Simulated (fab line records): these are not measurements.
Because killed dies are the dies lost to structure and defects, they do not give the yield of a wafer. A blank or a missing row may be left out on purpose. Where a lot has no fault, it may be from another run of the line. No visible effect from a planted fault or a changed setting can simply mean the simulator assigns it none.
Chamber matching + flow nand_harc + NHARC_A_CHANNEL_FILL_D2_ALD_14 on ald_hk-01: 4 sister chambers
The step deposits SiO2, target thk 2.5 nm, pulse time 10 s, ald cycles 25. 4 wafers are shown with their chamber, then 8 later ones without.

== WAFERS, EACH WITH ITS CHAMBER ==
| wafer  | chamber | heater_power_w (W) |
|--------|---------|--------------------|
| L078.6 | 0       | 416                |
| L087.1 | 1       | 427                |
| L087.5 | 2       | 467                |
| L088.2 | 3       | 347                |

== WAFERS WITH NO CHAMBER GIVEN ==
| wafer  | heater_power_w (W) |
|--------|--------------------|
| L088.3 | 408                |
| L088.5 | 402                |
| L091.1 | 351                |
| L091.2 | 451                |
| L091.5 | 354                |
| L092.1 | 415                |
| L092.3 | 466                |
| L092.6 | 461                |

== WHICH CHAMBER EACH ONE RAN IN ==
| wafer  | from the rows above     | in truth |
|--------|-------------------------|----------|
| L088.3 | can't be placed: 0 or 1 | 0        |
| L088.5 | can't be placed: 0 or 1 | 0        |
| L091.1 | 3                       | 3        |
| L091.2 | can't be placed: 2 or 1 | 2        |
| L091.5 | 3                       | 3        |
| L092.1 | can't be placed: 0 or 1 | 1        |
| L092.3 | 2                       | 2        |
| L092.6 | 2                       | 2        |
Correct placement for 4 of the 8. These rows do not allow placing 4 (true chamber among the candidates in 4). Placed wrongly: 0.
How it was worked out, from the rows above alone: a wafer's distance from a chamber is the root of the sum, over the readings, of the square of ((its reading less the chamber's mean) divided by the reading's scatter). The wafer belongs to the nearest chamber; if the next one is less than 2 further off, it can't be placed. The mean given for a chamber averages the wafers shown for that chamber. The scatter: root of mean squared gap, hidden wafer to nearest shown wafer, with one shown wafer a chamber.
